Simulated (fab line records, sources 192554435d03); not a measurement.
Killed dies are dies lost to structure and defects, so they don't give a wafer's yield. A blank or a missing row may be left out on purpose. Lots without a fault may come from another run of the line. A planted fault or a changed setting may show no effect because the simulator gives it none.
fab line records | flow n5_finfet
record lots=4 wafers=12 last_day=17
route steps=1938 shown BEOL_M13@1673 PASSIVATION@1936
lots that met no fault: from a run of the same line without faults
start_h: hours from the record's first day to the start of the lot's first wafer shown | wait_h: hours since the lot's step before | " the same as in the row above | L1.1+2: a row that stands for several wafers | - no value, or no start given | * or withheld: withheld | < > ~ a bound
route shown NAME@n: a module of which the file shows steps, and the number in the route of the first | usual: mean/standard deviation of fault-free wafers | same: alike in all rows | chamber/n: place in a boat | sites: the reading at each site | _std_site: their standard deviation | _edge_site: outer sites' mean less inner sites' | radius_mm: how far each site lies from the wafer's centre | mask NAME#n: copy n | behind: the tool/chamber that last shaped the wafer | hold: why the lot was held/for how many hours/how that ended | device: the transistor (n, p or np) that didn't switch | end of line: the same wafers' tests at the end of the route | a step without rows: its recipe alone | killed: dies lost to structure and defects at the first sort, not the wafer's yield | map: a wafer's dies, x killed, . not, _ none there
set.NAME: the setting as run; set.NAME@STEP: as run at that earlier step | model.NAME: the simulator's own value behind a step, which no gauge read
lots at some steps of the route; a table a step, a row a wafer
services: from which hour (start_h, from the record's first day; less than 0 if before it) a tool's chamber was out of use, for how many hours, and why
## steps
# step N5_BEOL_M13_ETCH_59
# recipe chemistry=N2/H2 target=BARC target_depth_a=890 overetch_a=267 time_s=67.9 ion_energy_ev=200 pressure_mtorr=30 source_w=840 bias_w=150 n2_flow_sccm=200 h2_flow_sccm=200
# step N5_BEOL_M13_VIA_ETCH_16
# recipe chemistry=C4F8/O2/Ar target=SiOC pressure_mtorr=30 source_w=3000 bias_w=700 Ar_flow_sccm=400 C4F8_flow_sccm=15 O2_flow_sccm=8 he_inner_torr=15 he_outer_torr=30 target_depth_a=9217 time_s=withheld ion_energy_ev=250 ends=cleared
# step N5_BEOL_M13_STRIP_63
# recipe chemistry=N2/H2 power_w=1000 temp_c=250 h2_frac=0.65 overash_fraction=0.3 pressure_mtorr=1000 n2_flow_sccm=1750 h2_flow_sccm=3250
# step N5_BEOL_M13_STRIP_64
# recipe chemistry=N2/H2 power_w=1000 temp_c=250 h2_frac=0.65 overash_fraction=0.3 pressure_mtorr=withheld n2_flow_sccm=1750 h2_flow_sccm=3250
# step N5_BEOL_M13_STRIP_71
# recipe chemistry=post_etch_residue_remover time_s=60 temp_c=25 remover_ph=withheld remover_water_wt_pct=withheld remover_fluoride_wt_pct=withheld
# step N5_BEOL_M13_SRD_72
# recipe time_s=30 temp_c=23 rinse_liquid=diw dry=n2_spin spin_rpm=1500 dry_time_s=30
# step N5_BEOL_M13_COAT_65
# recipe resist=SOC temp_c=250 time_s=60 spin_rpm=1500 resist_thk_nm=350
# step N5_BEOL_M13_COAT_66
# recipe resist=SiARC temp_c=220 time_s=60 spin_rpm=1500 resist_thk_nm=110
# step N5_BEOL_M13_COAT_22
# recipe spin_rpm=2888 resist_thk_nm=300
# step N5_BEOL_M13_EBR_24
# recipe solvent=PGMEA ebr_width_mm=1.5
# step N5_BEOL_M13_SOFTBAKE_23
# recipe temp_c=130 time_s=60
# step N5_BEOL_M13_EXPOSE_25
# recipe mask_id=M13 na=0.93 source_shape=conventional sigma_outer=0.4 polarization=unpolarized target_cd_nm=210 dose_mj=22
# usual exposure_dose_mJ_cm2=21.978/0.021 focus_offset_nm=0.0/0.6
# columns lot.wafer tool chamber start_h wait_h mask exposure_dose_mJ_cm2 focus_offset_nm
L603.3 krf_scanner-02 0 280.45 - M13#0 22.006 -0.2
L603.4 " 0 " " M13#0 22.022 0.9
L603.6 " 0 " " M13#0 22.012 0.3
L615.2 krf_scanner-02 0 346.33 - M13#0 24.803 -0.2
L615.4 " 0 " " M13#0 24.804 -0.2
L615.5 " 0 " " M13#0 24.785 0.3
L616.2 krf_scanner-02 0 349.15 - M13#0 24.218 0.5
L616.4 " 0 " " M13#0 24.239 0.0
L616.6 " 0 " " M13#0 24.270 -0.3
L620.1 krf_scanner-01 0 368.33 - M13#0 21.980 -1.2
L620.3 " 0 " " M13#0 21.954 -0.5
L620.6 " 0 " " M13#0 21.957 -0.4
# step N5_BEOL_M13_PEB_26
# recipe peb_temp_c=130 peb_time_s=90
# step N5_BEOL_M13_DEVELOP_27
# recipe develop_time_s=45 rinse_liquid=diw dry=air_spin dev_temp_c=21
# step N5_BEOL_M13_HARDBAKE_32
# recipe temp_c=130 time_s=120
# step N5_BEOL_M13_CD_MEAS_28
# recipe target_cd_nm=209.5 landing_energy_ev=500 detector=se_inlens
# usual cd_nm=208.9/1
# columns lot.wafer tool chamber start_h wait_h cd_nm
L603.3 cd_sem-03 0 280.61 - 208.9
L603.4 " 0 " " 208.4
L603.6 " 0 " " 210.3
L615.2 cd_sem-03 0 346.50 - 222.5
L615.4 " 0 " " 221.6
L615.5 " 0 " " 221.4
L616.2 cd_sem-03 0 349.32 - 217.7
L616.4 " 0 " " 217.1
L616.6 " 0 " " 218.9
L620.1 cd_sem-01 0 368.50 - 208.4
L620.3 " 0 " " 209.4
L620.6 " 0 " " 209.8
# step N5_BEOL_M13_DESCUM_33
# recipe chemistry=O2 time_s=7.9 source_power_w=50 bias_power_w=20 pressure_mtorr=20 rf_frequency_hz=2.712e+07 temp_c=40 o2_flow_sccm=225
# usual drypump_motor_current_A=5.9/0.4 oes_product_au=0.77/0.087 rf_vpp_V=243.3/1.3 showerhead_plenum_p_Torr=2.10/0.055 throttle_valve_pct=20.46/0.26
# columns lot.wafer tool chamber start_h wait_h drypump_motor_current_A oes_product_au rf_hours_counter_h rf_vpp_V showerhead_plenum_p_Torr throttle_valve_pct model.BEOL_M13.cd_nm
L603.3 rie_diel-03 0 280.70 0.0 6.2 0.95 9 245.1 2.15 20.54 209.4
L603.4 " 1 " " 5.7 0.68 230 244.1 2.14 20.50 208
L603.6 " 2 " " 5.7 0.80 - 243.0 2.04 20.37 -
L615.2 rie_diel-06 1 346.58 0.0 5.3 0.71 190 243.1 2.09 20.64 222.8
L615.4 " 2 " " 5.5 0.75 - 241.2 2.01 20.43 222
L615.5 " 0 " " 5.4 0.67 - 243.0 2.06 20.92 221.6
L616.2 rie_diel-06 1 349.40 0.0 5.3 0.72 191 243.3 2.09 20.64 217.6
L616.4 " 2 " " 5.5 0.75 - 241.6 2.01 20.43 217.2
L616.6 " 1 " " 5.3 0.71 - 242.5 2.09 20.63 219
L620.1 rie_diel-04 0 368.59 0.0 6.1 0.80 125 243.8 2.11 20.11 208.4
L620.3 " 2 " " 6.4 0.90 33 242.9 2.12 20.37 209.6
L620.6 " 2 " " 6.4 0.90 - 243.0 2.12 20.35 209.4
# step N5_BEOL_M13_ETCH_67
# recipe chemistry=CF4 target=SiARC target_depth_a=1430 time_s=238.3 ion_energy_ev=80 pressure_mtorr=40 source_w=545 bias_w=36 Ar_flow_sccm=100 cf4_flow_sccm=100 ends=cleared
# step N5_BEOL_M13_ETCH_68
# recipe chemistry=N2/H2 target=SOC mask_material=SiARC source_w=3000 bias_w=350 temp_c=40 time_s=355 ion_energy_ev=200 pressure_mtorr=30 n2_flow_sccm=200 h2_flow_sccm=200
# step N5_BEOL_M13_STRIP_69
# recipe chemistry=N2/H2 temp_c=40 n2_flow_sccm=200 h2_flow_sccm=200 rf_frequency_hz=6e+07
# step N5_BEOL_M13_TRENCH_ETCH_34
# recipe chemistry=C4F8/O2/Ar target=SiOC target_depth_a=4134.7 mask_material=SOC pressure_mtorr=30 source_w=3000 bias_w=700 Ar_flow_sccm=400 C4F8_flow_sccm=15 O2_flow_sccm=8 he_inner_torr=15 he_outer_torr=30 time_s=162.6 ion_energy_ev=250
# step N5_BEOL_M13_STRIP_70
# recipe chemistry=C4F8/O2/Ar resist=SiARC rf_frequency_hz=6e+07
# step N5_BEOL_M13_STRIP_37
# recipe chemistry=N2/H2 power_w=1000 temp_c=250 h2_frac=0.65 overash_fraction=0.3 pressure_mtorr=withheld n2_flow_sccm=1750 h2_flow_sccm=3250
# step N5_BEOL_M13_ETCH_38
# recipe chemistry=CF4/N2 target=SiCN target_depth_a=675 taper_deg=2 time_s=71.9 ion_energy_ev=150 mask_material=SiO2 pressure_mtorr=40 source_w=430 bias_w=70 Ar_flow_sccm=100 cf4_flow_sccm=60 n2_flow_sccm=60
# usual drypump_motor_current_A=5.8/0.38 oes_product_au=0.77/0.092 rf_vpp_V=382.3/1.7 showerhead_plenum_p_Torr=2.20/0.06 throttle_valve_pct=15.51/0.27
# columns lot.wafer tool chamber start_h wait_h drypump_motor_current_A oes_product_au rf_hours_counter_h rf_vpp_V showerhead_plenum_p_Torr throttle_valve_pct model.BEOL_M13.cd_nm
L603.3 rie_diel-06 0 283.98 - 5.4 0.70 219 382.1 2.18 15.94 210.6
L603.4 " 2 " " 5.5 0.80 - 380.0 2.13 15.43 209
L603.6 " 0 " " 5.4 0.70 - 381.6 2.18 15.93 210.2
L615.2 rie_diel-04 3 349.79 - 5.3 0.70 237 384.2 2.26 15.87 221.6
L615.4 " 1 " " 6.3 0.70 197 383.5 2.28 15.56 220.6
L615.5 " 3 " " 5.3 0.70 - 383.6 2.26 15.86 222.2
L616.2 rie_diel-03 3 350.10 - 6.3 0.83 48 383.0 2.23 15.00 216.6
L616.4 " 2 " " 5.7 0.78 124 379.8 2.14 15.37 216.8
L616.6 " 1 " " 5.7 0.64 - 384.2 2.26 15.74 218.2
L620.1 rie_diel-06 0 369.38 - 5.4 0.68 249 381.9 2.17 15.98 208.4
L620.3 " 1 " " 5.3 0.68 199 380.4 2.20 15.60 211
L620.6 " 1 " " 5.3 0.69 - 382.3 2.20 15.57 211.2
# step N5_BEOL_M13_PRECLEAN_39
# recipe chemistry=residue_remover time_s=60 temp_c=40
# step N5_PASSIVATION_PROBE_49
# usual defect_limited_yield=91.2/1.5 killed_at_M0_to_M3=33/9.6 killed_at_M4_up=14/5.6 killed_at_contacts=14/5.5 killed_at_front_end=40/13 killed_at_other=4/3 killed_dies=104/17 killed_on_rim=14/4.3 killed_open=68/13 killed_short=33/7.2 sort_bin_5_function=5.2/0.95 sort_bin_6_memory=3.3/0.62 sort_n_pass=1076/17 sort_yield_pct=91.2/1.5
# same gross_dies=1180 killed_at_back_side=0 sort_bin_4_leakage[%]=0 sort_bin_8_speed[%]=0
# columns lot.wafer tool chamber start_h wait_h defect_limited_yield[%] killed_at_M0_to_M3 killed_at_M4_up killed_at_contacts killed_at_front_end killed_at_other killed_dies killed_on_rim killed_open killed_short sort_bin_5_function[%] sort_bin_6_memory[%] sort_n_pass sort_yield_pct[%]
L603.3 prober-02 - 312.54 0.1 91.9 19 28 22 25 1 95 11 62 30 4.5 3.3 1085 91.9
L603.4 prober-02 - 312.59 0.2 91.9 37 8 15 34 2 96 10 57 37 4.7 3.0 1084 91.9
L603.6 prober-02 - 312.69 0.3 91.2 36 24 12 31 1 104 12 71 31 5.1 3.6 1076 91.2
L615.2 prober-02 - 386.46 0.1 90.6 29 13 4 62 3 111 24 77 31 5.6 3.4 1069 90.6
L615.4 prober-02 - 386.56 0.2 90.2 38 16 7 49 6 116 11 75 38 5.8 3.7 1064 90.2
L615.5 prober-02 - 386.61 0.2 93.1 23 16 10 26 6 81 12 48 30 4.1 2.2 1099 93.1
L616.2 prober-01 - 387.25 0.1 89.3 25 11 21 66 3 126 22 85 40 6.3 4.2 1054 89.3
L616.4 prober-01 - 387.35 0.2 92.1 36 12 12 31 2 93 18 63 29 4.5 3.0 1087 92.1
L616.6 prober-01 - 387.45 0.3 91.6 35 18 11 27 8 99 4 70 27 5.7 2.4 1081 91.6
L620.1 prober-01 - 400.07 0.0 88.8 36 18 15 62 1 132 18 82 45 6.5 4.3 1048 88.8
L620.3 prober-01 - 400.17 0.1 90.8 40 15 13 40 0 108 19 72 34 5.6 3.2 1072 90.8
L620.6 prober-01 - 400.32 0.3 93.1 28 8 6 37 3 82 16 52 29 4.0 2.8 1098 93.1
# killed by level:class
L603.3 MOL_CONTACT_COAG:geometric_particle:open=18 BEOL_M4:geometric_particle:open=14 FIN_SAQP:geometric_particle:open=5 FIN_SAQP:geometric_particle:short=5 STI_FIN_REVEAL:geometric_particle:open=4 MOL_CONTACT_COAG:geometric_particle:short=4 BEOL_M4:geometric_particle:short=4 BEOL_M2:geometric_particle:open=4
L603.4 FIN_SAQP:geometric_particle:open=10 MOL_CONTACT_COAG:geometric_particle:open=8 STI_FIN_REVEAL:geometric_particle:open=7 BEOL_M3:geometric_particle:open=7 MOL_CONTACT_COAG:geometric_particle:short=6 BEOL_M0_SAQP:geometric_particle:short=5 BEOL_M1:geometric_particle:open=5 BEOL_M1:geometric_particle:short=4
L603.6 BEOL_M4:geometric_particle:open=15 MOL_CONTACT_COAG:geometric_particle:open=9 GATE_CUT:geometric_particle:short=7 BEOL_M0:geometric_particle:open=7 BEOL_M2:geometric_particle:open=7 FIN_SAQP:geometric_particle:open=5 FIN_SAQP:geometric_particle:short=5 DUMMY_GATE:geometric_particle:open=5
L615.2 STI_FIN_REVEAL:geometric_particle:open=19 BEOL_M2:geometric_particle:open=13 FIN_SAQP:geometric_particle:open=9 GATE_CUT:geometric_particle:short=8 FIN_SAQP:geometric_particle:short=6 BEOL_M4:geometric_particle:open=5 DUMMY_GATE:geometric_particle:open=4 GATE_CUT:geometric_particle:open=4
L615.4 FIN_SAQP:geometric_particle:open=14 BEOL_M3:geometric_particle:open=10 BEOL_M4:geometric_particle:open=9 STI_FIN_REVEAL:geometric_particle:open=7 MOL_CONTACT_COAG:geometric_particle:open=7 BEOL_M0_SAQP:geometric_particle:short=7 BEOL_M2:geometric_particle:open=7 GATE_CUT:geometric_particle:short=5
L615.5 MOL_CONTACT_COAG:geometric_particle:open=8 GATE_CUT:geometric_particle:short=7 BEOL_M3:geometric_particle:open=6 BEOL_M4:geometric_particle:open=6 FIN_SAQP:geometric_particle:short=5 BEOL_M0_SAQP:geometric_particle:open=5 STARTING-WAFER:geometric_particle:open=4 STI_FIN_REVEAL:geometric_particle:open=3
L616.2 STI_FIN_REVEAL:geometric_particle:open=19 MOL_CONTACT_COAG:geometric_particle:open=17 BEOL_M3:geometric_particle:open=10 DUMMY_GATE:geometric_particle:open=9 FIN_SAQP:geometric_particle:short=7 FIN_SAQP:geometric_particle:open=6 GATE_CUT:geometric_particle:short=6 BEOL_M0_SAQP:geometric_particle:short=6
L616.4 MOL_CONTACT_COAG:geometric_particle:open=8 BEOL_M3:geometric_particle:open=8 FIN_SAQP:geometric_particle:open=6 BEOL_M0_SAQP:geometric_particle:short=6 BEOL_M0_SAQP:geometric_particle:open=6 STI_FIN_REVEAL:geometric_particle:open=5 BEOL_M1:geometric_particle:open=5 BEOL_M5:geometric_particle:open=5
L616.6 BEOL_M0_SAQP:geometric_particle:short=9 BEOL_M4:geometric_particle:open=8 MOL_CONTACT_COAG:geometric_particle:open=7 STI_FIN_REVEAL:geometric_particle:open=6 BEOL_M0_SAQP:geometric_particle:open=6 BEOL_M3:geometric_particle:open=6 BEOL_M2:geometric_particle:open=5 MOL_CONTACT_COAG:geometric_particle:short=4
L620.1 FIN_SAQP:geometric_particle:open=19 MOL_CONTACT_COAG:geometric_particle:open=11 FIN_SAQP:geometric_particle:short=10 STI_FIN_REVEAL:geometric_particle:open=9 BEOL_M2:geometric_particle:open=8 BEOL_M0_SAQP:geometric_particle:open=7 BEOL_M0_SAQP:geometric_particle:short=6 DUMMY_GATE:geometric_particle:open=5
L620.3 FIN_SAQP:geometric_particle:open=12 MOL_CONTACT_COAG:geometric_particle:open=10 BEOL_M2:geometric_particle:open=10 BEOL_M4:geometric_particle:open=10 FIN_SAQP:geometric_particle:short=9 BEOL_M0_SAQP:geometric_particle:short=8 BEOL_M3:geometric_particle:open=8 BEOL_M0_SAQP:geometric_particle:open=5
L620.6 DUMMY_GATE:geometric_particle:open=8 STI_FIN_REVEAL:geometric_particle:open=7 BEOL_M2:geometric_particle:open=7 FIN_SAQP:geometric_particle:open=6 BEOL_M0_SAQP:geometric_particle:short=6 FIN_SAQP:geometric_particle:short=5 MOL_CONTACT_COAG:geometric_particle:open=5 DUMMY_GATE:geometric_particle:short=4
## services
# columns tool chamber start_h hours kind
krf_scanner-02 - 262.00 6.0 pm
krf_scanner-02 - 268.00 1.3 pm
rie_diel-03 - 272.06 0.8 repair
krf_scanner-02 - 302.66 3.0 repair
rie_diel-03 3 317.24 8.8 repair
krf_scanner-02 - 319.46 0.8 pm
krf_scanner-02 - 332.26 4.4 pm
rie_diel-04 3 334.18 5.4 repair
krf_scanner-01 - 336.64 7.2 pm
rie_diel-06 3 342.84 - clean
rie_diel-06 3 342.84 - consumable_replace:esc
rie_diel-06 3 342.84 - consumable_replace:focus_ring
rie_diel-06 3 342.84 - consumable_replace:showerhead
rie_diel-06 3 342.84 36.3 scheduled_down
rie_diel-06 3 342.84 36.3 vent_cycle
krf_scanner-01 - 343.84 1.0 pm
krf_scanner-01 - 344.84 0.8 pm
rie_diel-03 1 354.41 - clean
rie_diel-03 1 354.41 - consumable_replace:focus_ring
rie_diel-03 1 354.41 15.8 scheduled_down
rie_diel-03 1 354.41 15.8 vent_cycle
## key
first_sign step=N5_BEOL_M13_EXPOSE_25 reading=exposure_dose_mJ_cm2 direction=up sigmas=99+ usual=21.978 struck=24.520
effect step=N5_BEOL_M13_CD_MEAS_28 reading=cd_nm direction=up sigmas=11 usual=208.9 struck=219.9 through=control_loop
model_effect step=N5_BEOL_M13_DESCUM_33 value=BEOL_M13.cd_nm without=208.7 struck=220
model_effect step=N5_BEOL_M13_ETCH_38 value=BEOL_M13.cd_nm without=208 struck=219.3
met_at N5_BEOL_M13_EXPOSE_25
struck_wafers L615.2,L615.4,L615.5,L616.2,L616.4,L616.6
loop_trim step=N5_BEOL_M13_EXPOSE_25 setting=dose lots=L616
onset_between 280.45 346.33
fault kind=process_parameter_drift tool=krf_scanner-02 chamber=- onset_h=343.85 steps=N5_BEOL_M13_EXPOSE_25 channel=dose_mj offset=2.8198 shape=step acts_in=these_recipes_only stated=22
# loop_trim: a control loop set the setting to another value than it would have without faults
